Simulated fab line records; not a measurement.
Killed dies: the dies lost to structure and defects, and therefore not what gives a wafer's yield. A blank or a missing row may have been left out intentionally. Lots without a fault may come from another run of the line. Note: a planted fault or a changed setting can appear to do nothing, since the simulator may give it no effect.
fab line records -- flow n5Finfet
record lots=4, wafers=12, lastDay=18
route steps=1938 shown WELL_APT@36 PMOS_HMC_CHANNEL_EPI@57 BEOL_M4@1111 PASSIVATION@1936
lots untouched by any fault: they come from a run of this same line in which no faults occurred
startH: the number of hours between the record's first day and the start of the first shown wafer of the lot -- waitH: time in hours since the lot's previous step -- " same as the row above -- L1.1+2: a single row standing in for several wafers -- - no value, or no start was given -- * or withheld: withheld -- < > ~ a bound
route shown NAME@n: NAME is a module with steps in the file, n the number in the route of the first one -- usual: mean/standard deviation of fault-free wafers -- same: alike in all rows -- chamber/n: place in a boat -- sites: per-site readings -- _std_site: the standard deviation of these -- _edge_site: the outer-site mean with the inner-site mean subtracted -- radiusMm: how far each site lies from the wafer's centre -- mask NAME#n: copy n -- behind: tool/chamber where the wafer was last shaped -- hold: reason for holding the lot/hours on hold/outcome of the hold -- device: the n, p or np transistor that did not switch -- end of line: tests run on the same wafers once the route is complete -- a step without rows: its recipe alone -- killed: the dies lost at the first sort to structure and to defects; this is not the yield of the wafer -- map: the dies of a wafer, with x for killed, . for not killed, _ for no die there
set.NAME: setting as actually run; set.NAME@STEP: the setting as run at that earlier step -- model.NAME: the simulator's own value behind a step, which no gauge read
certain route steps with their lots: each step a table, each wafer a row
services: a tool's chamber out of use, with start hour (startH, from the record's first day; less than 0 if before it), hours out, and reason
## steps
# step N5_WELL_APT_COAT_19
# recipe spinRpm=1357, resistThkNm=950
# step N5_WELL_APT_EBR_21
# recipe solvent=PGMEA, ebrWidthMm=1.5
# step N5_WELL_APT_SOFTBAKE_20
# recipe tempC=130, timeS=60
# step N5_WELL_APT_EXPOSE_22
# recipe maskId=PWELL, na=0.8, sourceShape=conventional, sigmaOuter=0.8, polarization=unpolarized, defocusNm=0, targetCdNm=200, doseMj=23.2
# step N5_WELL_APT_PEB_23
# recipe pebTempC=130, pebTimeS=90
# step N5_WELL_APT_DEVELOP_24
# recipe developTimeS=45, rinseLiquid=surfactantRinse, dry=airSpin, devTempC=21
# step N5_WELL_APT_HARDBAKE_29
# recipe tempC=130, timeS=120
# step N5_WELL_APT_DESCUM_30
# recipe chemistry=O2, timeS=7.9, sourcePowerW=50, biasPowerW=20, pressureMtorr=20, rfFrequencyHz=2.712e+07, tempC=40, o2FlowSccm=225
# step N5_WELL_APT_IMPLANT_31
# recipe species=B, energyKev=60, doseCm2=1.5e+13, tiltDeg=0, rotationDeg=0
# step N5_WELL_APT_IMPLANT_32
# recipe species=BF2, energyKev=50, doseCm2=2e+13, tiltDeg=0, rotationDeg=0
# usual doseIonsCm2=2.0001e+13/2.2e+10, faradayCurrentUA=254/4.6
lot.wafer,tool,chamber,startH,waitH,doseIonsCm2,faradayCurrentUA
L354.1,implanter-02,0,81.47,0.1,1.988e+12,25
L354.3,implanter-02,0,81.47,0.1,2.013e+12,26
L354.5,implanter-02,0,81.47,0.1,2.064e+12,26
L356.3,implanter-02,0,93.81,0.1,2.012e+12,26
L356.4,implanter-02,0,93.81,0.1,2.052e+12,25
L356.5,implanter-02,0,93.81,0.1,2.017e+12,25
L362.4,implanter-01,0,129.38,0.1,2.0033e+13,255
L362.5,implanter-01,0,129.38,0.1,2.0012e+13,253
L362.6,implanter-01,0,129.38,0.1,2.0021e+13,256
L366.1,implanter-02,0,153.34,0.1,1.9985e+13,251
L366.2,implanter-02,0,153.34,0.1,2.0002e+13,259
L366.3,implanter-02,0,153.34,0.1,1.9955e+13,251
# step N5_WELL_APT_STRIP_33
# recipe chemistry=SPM, timeS=900, tempC=130, h2so4H2o2VolRatio=4, dry=ipaMarangoni
# step N5_WELL_APT_RTA_34
# recipe tempC=1000, timeS=10, ambient=N2, idleTempC=600, rampUpCPerS=150, rampDownCPerS=60, coolToC=600
# step N5_WELL_APT_OXIDE_STRIP_42
# recipe chemistry=dHF, dilution=25:1, timeS=45, tempC=25, target=SiO2, targetDepthA=120
# step N5_WELL_APT_PRECLEAN_36
# recipe chemistry=O3/DIW, timeS=45, tempC=22, o3Ppm=10
# step N5_WELL_APT_PRECLEAN_39
# recipe chemistry=dHF, timeS=60, dilution=150:1, tempC=25
# step N5_WELL_APT_SRD_37
# recipe dry=ipaMarangoni, doPpb=5, timeS=30, tempC=23, rinseLiquid=diw
# step N5_WELL_APT_EPI_41
# recipe material=Si, targetThkA=500, tempC=650, precursor=SiH4/H2, pressureTorr=20, timeS=297.7
# step N5_PMOS_HMC_CHANNEL_EPI_HM_DEP_34
# recipe material=SiO2, targetThkA=360, tempC=400, precursor=TEOS/O2, pressureTorr=6.5, rfW=900, teosFlowSccm=161.4, gas=O2, flowSccm=2650, timeS=6.9
# step N5_PMOS_HMC_CHANNEL_EPI_COAT_31
# recipe resist=BARC, tempC=205, timeS=60, spinRpm=1500, resistThkNm=66
# step N5_PMOS_HMC_CHANNEL_EPI_COAT_03
# recipe resist=CAR-ArF-block, spinRpm=1500, resistThkNm=205
# step N5_PMOS_HMC_CHANNEL_EPI_EBR_05
# recipe solvent=PGMEA, ebrWidthMm=1.5
# step N5_PMOS_HMC_CHANNEL_EPI_SOFTBAKE_04
# recipe tempC=110, timeS=60, resist=CAR-ArF-block
# step N5_PMOS_HMC_CHANNEL_EPI_EXPOSE_06
# recipe maskId=PMOS_HMC_BLK, na=1.35, sourceShape=conventional, sigmaOuter=0.8, polarization=unpolarized, targetCdNm=240, doseMj=41
# step N5_PMOS_HMC_CHANNEL_EPI_PEB_07
# recipe pebTempC=110, pebTimeS=60, resist=CAR-ArF-block
# step N5_PMOS_HMC_CHANNEL_EPI_DEVELOP_08
# recipe developTimeS=30, developer=TMAH, resist=CAR-ArF-block, devTempC=23, rinseLiquid=diw, dry=airSpin
# step N5_PMOS_HMC_CHANNEL_EPI_DESCUM_14
# recipe chemistry=O2, timeS=7.9, sourcePowerW=50, biasPowerW=20, pressureMtorr=20, rfFrequencyHz=2.712e+07, tempC=40, resist=CAR-ArF-block, o2FlowSccm=225
# step N5_PMOS_HMC_CHANNEL_EPI_ETCH_32
# recipe chemistry=N2/H2, target=BARC, stopOn=SiO2, targetDepthA=858, overEtchFrac=0.3, timeS=50.3, ionEnergyEv=200, maskMaterial=CAR-ArF-block, pressureMtorr=30, sourceW=840, biasW=150, n2FlowSccm=200, h2FlowSccm=200
# step N5_PMOS_HMC_CHANNEL_EPI_HM_OPEN_15
# recipe chemistry=CHF3/O2, target=SiO2, maskMaterial=CAR-ArF-block, targetDepthA=406, CHF3_flow_sccm=50, O2_flow_sccm=5, Ar_flow_sccm=200, timeS=20.3, pressureMtorr=30, sourceW=650, biasW=170, ionEnergyEv=200
# step N5_PMOS_HMC_CHANNEL_EPI_STRIP_33
# recipe chemistry=N2/H2, powerW=500, tempC=40, pressureMtorr=50, rfFrequencyHz=6e+07, overashFraction=0.3, biasPowerW=8, h2Frac=0.5, n2FlowSccm=300, h2FlowSccm=300
# step N5_PMOS_HMC_CHANNEL_EPI_STRIP_17
# recipe chemistry=SPM, timeS=750, tempC=130, h2so4H2o2VolRatio=4, dry=ipaMarangoni
# step N5_PMOS_HMC_CHANNEL_EPI_ETCH_38
# recipe chemistry=CF4, target=SiO2, targetDepthA=15, ionEnergyEv=350, pressureMtorr=10, icpW=800, biasW=400, cf4FlowSccm=80
# step N5_PMOS_HMC_CHANNEL_EPI_FIN_RECESS_16
# recipe chemistry=HBr/Cl2, target=Si, maskMaterial=SiO2, targetDepthA=540, timeS=18, pressureMtorr=10, icpW=800, biasW=75, HBr_flow_sccm=150, Cl2_flow_sccm=80
# step N5_PMOS_HMC_CHANNEL_EPI_PRECLEAN_36
# recipe chemistry=O3/DIW, timeS=45, tempC=22, o3Ppm=10
# step N5_PMOS_HMC_CHANNEL_EPI_PRECLEAN_18
# recipe chemistry=DHF, timeS=30, tempC=25, dilution=withheld
# step N5_PMOS_HMC_CHANNEL_EPI_SRD_19
# recipe dry=ipaMarangoni, doPpb=5, timeS=30, tempC=23, rinseLiquid=diw
# step N5_BEOL_M4_RC_MEAS_101
# usual CJ_N=4.34/0.095, DIBL_N=36.9/1.7, DIBL_P=36.7/2.1, IOFF_N=0.17/0.032, IOFF_N_85C=3.3/0.52, IOFF_N_LIN=0.077/0.012, IOFF_P=0.22/0.036, ION_N=674/12, ION_P=461/7, RS_PWELL=3012/26, SS_N=71.7/0.6, SS_P=73.4/0.67, VT_N=249/3.1, VT_P=-250/3.2
lot.wafer,tool,chamber,startH,waitH,CJ_N,DIBL_N[mV/V],DIBL_P[mV/V],IOFF_N[nA/um],IOFF_N_85C[nA/um],IOFF_N_LIN[nA/um],IOFF_P[nA/um],ION_N[uA/um],ION_P[uA/um],RS_PWELL[ohm/sq],SS_N[mV/dec],SS_P[mV/dec],VT_N[mV],VT_P[mV]
L354.1,prober-01,0,231.77,0.0,1.42,71.2,37.2,5.68,62.8,0.297,0.25,713,464,3209,108.7,73.5,241,-246
L354.3,prober-01,0,231.77,0.0,1.44,87.2,35.6,10.16,103.1,0.374,0.23,702,462,3190,120.9,72.9,243,-247
L354.5,prober-01,0,231.77,0.0,1.43,74.9,33.9,5.92,64.8,0.271,0.20,701,456,3178,113.0,72.3,244,-250
L356.3,prober-02,0,249.97,0.3,1.43,60.3,36.2,2.17,28.0,0.175,0.17,700,454,3183,97.0,72.7,243,-254
L356.4,prober-02,0,249.97,0.3,1.40,60.7,37.6,2.35,29.9,0.188,0.19,697,452,3180,97.5,74.0,242,-253
L356.5,prober-02,0,249.97,0.3,1.41,59.4,38.5,2.28,29.5,0.194,0.21,705,456,3213,94.6,73.5,241,-252
L362.4,prober-01,0,286.39,0.5,4.24,35.7,35.6,0.16,3.1,0.076,0.24,680,468,3017,71.9,72.9,247,-246
L362.5,prober-01,0,286.39,0.5,4.27,33.9,33.3,0.12,2.4,0.060,0.19,660,460,3000,71.3,72.2,254,-249
L362.6,prober-01,0,286.39,0.5,4.27,37.7,38.0,0.19,3.7,0.091,0.28,698,472,2976,72.2,73.4,245,-242
L366.1,prober-01,0,311.87,0.0,4.21,38.3,38.6,0.16,3.2,0.075,0.23,664,460,3009,71.9,73.7,253,-250
L366.2,prober-01,0,311.87,0.0,4.38,39.1,38.7,0.19,3.6,0.082,0.25,687,477,3038,72.6,73.6,248,-248
L366.3,prober-01,0,311.87,0.0,4.26,38.0,37.7,0.15,3.0,0.069,0.22,659,457,3055,71.8,73.3,252,-251
# step N5_PASSIVATION_PROBE_49
# usual defectLimitedYield=91.7/1.5, killed_at_M0_to_M3=32/9.6, killed_at_M4_up=13/5.3, killedAtContacts=12/6.8, killedAtFrontEnd=36/9.8, killedAtOther=4/3.1, killedDies=98/17, killedOpen=65/13, killedShort=32/8.5, sort_bin_4_leakage=0.00/0.007, sort_bin_5_function=4.9/0.93, sort_bin_6_memory=3.2/0.67, sort_bin_8_speed=0.00/0.02, sortNPass=1082/17, sortYieldPct=91.7/1.4
# same grossDies=1180, killedAtBackSide=0
lot.wafer,tool,chamber,startH,waitH,defectLimitedYield[%],killed_at_M0_to_M3,killed_at_M4_up,killedAtContacts,killedAtFrontEnd,killedAtOther,killedDies,killedOpen,killedShort,sort_bin_4_leakage[%],sort_bin_5_function[%],sort_bin_6_memory[%],sort_bin_8_speed[%],sortNPass,sortYieldPct[%]
L354.1,prober-02,-,329.85,0.0,92.1,44,17,7,23,2,93,62,31,92.12,4.9,2.5,0,0,0
L354.3,prober-02,-,329.95,0.1,92.0,42,9,15,28,0,94,63,31,92.03,4.7,3.1,0,0,0
L354.5,prober-02,-,330.05,0.2,90.7,50,11,12,36,1,110,84,26,90.68,4.7,4.4,0,0,0
L356.3,prober-02,-,351.48,0.1,90.5,45,18,4,42,3,112,69,42,90.51,6.0,2.9,0,0,0
L356.4,prober-02,-,351.53,0.2,92.1,39,18,5,29,2,93,65,24,92.12,5.1,2.6,0,0,0
L356.5,prober-02,-,351.58,0.2,90.0,43,22,6,39,8,118,75,41,90.00,5.7,3.8,0,0,0
L362.4,prober-02,-,389.11,0.2,90.3,39,14,14,43,5,115,70,45,0,5.9,3.7,0,1065,90.3
L362.5,prober-02,-,389.16,0.2,89.6,49,19,14,30,11,123,69,51,0,5.0,4.3,0.08,1057,89.6
L362.6,prober-02,-,389.21,0.3,92.4,28,12,6,40,4,90,57,32,0,4.1,3.5,0,1090,92.4
L366.1,prober-02,-,422.46,0.0,94.8,16,10,3,31,1,61,35,24,0,2.5,2.2,0,1119,94.8
L366.2,prober-02,-,422.51,0.1,94.3,25,9,11,20,2,67,43,24,0,3.2,2.2,0,1113,94.3
L366.3,prober-02,-,422.56,0.1,93.0,32,12,14,19,6,83,64,18,0,4.1,2.6,0,1097,93.0
# killed by level:class
L354.1 BEOL_M0_SAQP:geometricParticle:short=16 BEOL_M0_SAQP:geometricParticle:open=9 BEOL_M3:geometricParticle:open=9 BEOL_M4:geometricParticle:open=7 STI_FIN_REVEAL:geometricParticle:open=6 MOL_CONTACT_COAG:geometricParticle:open=6 FIN_SAQP:geometricParticle:open=5 BEOL_M0:geometricParticle:open=4
L354.3 MOL_CONTACT_COAG:geometricParticle:open=14 BEOL_M0_SAQP:geometricParticle:short=12 BEOL_M0_SAQP:geometricParticle:open=9 STI_FIN_REVEAL:geometricParticle:open=8 BEOL_M4:geometricParticle:open=8 BEOL_M3:geometricParticle:open=7 BEOL_M1:geometricParticle:open=6 BEOL_M3:geometricParticle:short=6
L354.5 STI_FIN_REVEAL:geometricParticle:open=14 BEOL_M3:geometricParticle:open=12 MOL_CONTACT_COAG:geometricParticle:open=11 BEOL_M0_SAQP:geometricParticle:short=10 BEOL_M0:geometricParticle:open=9 FIN_SAQP:geometricParticle:open=7 BEOL_M0_SAQP:geometricParticle:open=7 FIN_SAQP:geometricParticle:short=6
L356.3 BEOL_M0_SAQP:geometricParticle:open=15 BEOL_M0_SAQP:geometricParticle:short=13 STI_FIN_REVEAL:geometricParticle:open=12 FIN_SAQP:geometricParticle:short=10 FIN_SAQP:geometricParticle:open=6 BEOL_M1:geometricParticle:open=6 BEOL_M4:geometricParticle:open=6 BEOL_M8:geometricParticle:open=6
L356.4 BEOL_M0_SAQP:geometricParticle:open=12 FIN_SAQP:geometricParticle:open=11 BEOL_M4:geometricParticle:open=10 FIN_SAQP:geometricParticle:short=9 BEOL_M0_SAQP:geometricParticle:short=6 BEOL_M3:geometricParticle:open=6 MOL_CONTACT_COAG:geometricParticle:open=5 BEOL_M2:geometricParticle:open=5
L356.5 STI_FIN_REVEAL:geometricParticle:open=15 BEOL_M0_SAQP:geometricParticle:short=10 BEOL_M4:geometricParticle:open=8 BEOL_M2:geometricParticle:open=6 BEOL_M0_SAQP:geometricParticle:open=6 BEOL_M1:geometricParticle:open=6 BEOL_M3:geometricParticle:open=6 FIN_SAQP:geometricParticle:short=5
L362.4 BEOL_M0_SAQP:geometricParticle:open=16 MOL_CONTACT_COAG:geometricParticle:open=12 BEOL_M0_SAQP:geometricParticle:short=12 FIN_SAQP:geometricParticle:short=11 FIN_SAQP:geometricParticle:open=9 STI_FIN_REVEAL:geometricParticle:open=7 STI_FIN_REVEAL:geometricParticle:short=4 BEOL_M4:geometricParticle:open=4
L362.5 BEOL_M0_SAQP:geometricParticle:open=16 BEOL_M0_SAQP:geometricParticle:short=14 MOL_CONTACT_COAG:geometricParticle:open=10 BEOL_M4:geometricParticle:open=10 BEOL_M2:geometricParticle:open=8 FIN_SAQP:geometricParticle:short=5 STI_FIN_REVEAL:geometricParticle:open=5 MIM_BOT:geometricParticle:short=5
L362.6 FIN_SAQP:geometricParticle:short=9 BEOL_M2:geometricParticle:open=9 STI_FIN_REVEAL:geometricParticle:open=8 BEOL_M0_SAQP:geometricParticle:short=6 FIN_SAQP:geometricParticle:open=5 BEOL_M1:geometricParticle:open=5 MOL_CONTACT_COAG:geometricParticle:open=5 BEOL_M0_SAQP:geometricParticle:open=4
L366.1 ILD0:geometricParticle:short=8 BEOL_M0_SAQP:geometricParticle:short=6 BEOL_M4:geometricParticle:open=6 FIN_SAQP:geometricParticle:open=5 STARTING-WAFER:geometricParticle:open=5 ILD0:geometricParticle:open=4 MOL_CONTACT_COAG:geometricParticle:open=3 BEOL_M1:geometricParticle:open=3
L366.2 MOL_CONTACT_COAG:geometricParticle:open=8 BEOL_M2:geometricParticle:open=7 GATE_CUT:geometricParticle:short=4 BEOL_M1:geometricParticle:open=4 MOL_CONTACT_COAG:geometricParticle:short=3 BEOL_M0_SAQP:geometricParticle:short=3 BEOL_M0:geometricParticle:open=3 BEOL_M1:geometricParticle:short=3
L366.3 MOL_CONTACT_COAG:geometricParticle:open=14 BEOL_M2:geometricParticle:open=11 BEOL_M1:geometricParticle:open=6 BEOL_M3:geometricParticle:open=6 BEOL_M4:geometricParticle:open=6 BEOL_M0_SAQP:geometricParticle:short=5 FIN_SAQP:geometricParticle:short=4 GATE_CUT:geometricParticle:open=4
# map L354.5 (x killed, . not)
_________________.x..........________________
______________x...........x....._____________
___________......x..x..............__________
__________...................x......_________
________.......................x..x..x_______
_______.x..............................______
______....x.........x.......x..........x_____
_____.......x...x..x..............x......____
____...x................x..x.......x......___
___.......x.......................x....x...__
___.......x.............x....x...x..x......__
__....x............x......x................._
__...x......x..................xx..........._
_..........x.....x........x..........x...x...
_........x.........x......................x..
_....................x........x.......x......
_..x.x..........x..........x.................
_..............x.........x.....x.......x.....
_.........x...x..x..............xx.x.........
_.............x..................x.......x...
_.............................x............x.
__.x......x.x..........x.............x..x..._
__........................................x._
___x.x.......................x.............__
___..x.x.......xx..........................__
____...x.xx.xx............x..xx.........x.___
_____..................x.......x..x......____
______................x........xx.x....._____
_______....x........x.............x....______
________.x...x....x...xx.............._______
__________.........................._________
___________......x..x..........x...__________
______________..............x..._____________
_________________...........x________________
# map L356.5 (x killed, . not)
_________________............________________
______________.................._____________
___________........................__________
__________.....xx..........x........_________
________....x.......................x._______
_______..x..................x..........______
______.x.....x.x...............x.....x.._____
_____...x...........x..x..............x..____
____...x........x.....x...................___
___..........x............x................__
___x..xx.x...............x......x........xx__
__.....x.......x..........x........xx......._
__.x.x...........................x.........x_
_.....x.x..x.....xx..x...............x.......
_...x.......x.x...............x...x....x.....
_................x.....x.....................
_.............x.....x........x.x..x..........
_..................x.......................x.
_................x..x.....xx...............x.
_..................................x.........
_....x......................x...x............
__................x..x.............x........_
__....................x..x..x..............._
___.....x.x.....x.......x..........x.......__
___........x.x..x.....x..............x...x.__
____........x.....................x.xxx...___
_____..........x....x.............xx.....____
______.........x..........xx.....xx.x..._____
_______.x..................x...........______
________...x...........x.........x...._______
__________...........x....x......x.x_________
___________...x...................x__________
______________.x.............x.x_____________
_________________...x...x.x..________________
## services
tool,chamber,startH,hours,kind
implanter-02,-,91.78,0.7,repair
implanter-01,-,149.76,3.4,repair
## key
firstSign step=N5_WELL_APT_IMPLANT_32, reading=doseIonsCm2, direction=down, sigmas=99+, usual=2.0001e+13, struck=2.024e+12
effect step=N5_WELL_APT_IMPLANT_32, reading=faradayCurrentUA, direction=down, sigmas=50, usual=254, struck=25
effect step=N5_BEOL_M4_RC_MEAS_101, reading=IOFF_N, direction=up, sigmas=99+, usual=0.17, struck=4.76
effect step=N5_BEOL_M4_RC_MEAS_101, reading=IOFF_N_85C, direction=up, sigmas=96, usual=3.3, struck=53.0
effect step=N5_BEOL_M4_RC_MEAS_101, reading=SS_N, direction=up, sigmas=56, usual=71.7, struck=105.3
effect step=N5_BEOL_M4_RC_MEAS_101, reading=CJ_N, direction=down, sigmas=31, usual=4.34, struck=1.42
effect step=N5_BEOL_M4_RC_MEAS_101, reading=DIBL_N, direction=up, sigmas=19, usual=36.9, struck=69.0
effect step=N5_BEOL_M4_RC_MEAS_101, reading=IOFF_N_LIN, direction=up, sigmas=15, usual=0.077, struck=0.250
effect step=N5_BEOL_M4_RC_MEAS_101, reading=RS_PWELL, direction=up, sigmas=7, usual=3012, struck=3192
effect step=N5_BEOL_M4_RC_MEAS_101, reading=ION_N, direction=up, sigmas=2.5, usual=674, struck=703
effect step=N5_BEOL_M4_RC_MEAS_101, reading=VT_N, direction=down, sigmas=2.3, usual=249, struck=242, wafersMoved=3
effect step=N5_PASSIVATION_PROBE_49, reading=sort_bin_4_leakage, direction=up, sigmas=99+, usual=0.00, struck=91.24
metAt N5_WELL_APT_IMPLANT_32
struckWafers L354.1,L354.3,L354.5,L356.3,L356.4,L356.5
fault kind=processParameterDrift, tool=implanter-02, chamber=-, onsetH=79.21, steps=N5_WELL_APT_IMPLANT_32, channel=doseCm2, offset=-1.8e+13, shape=step, endH=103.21, actsIn=theseRecipesOnly, stated=2e+13
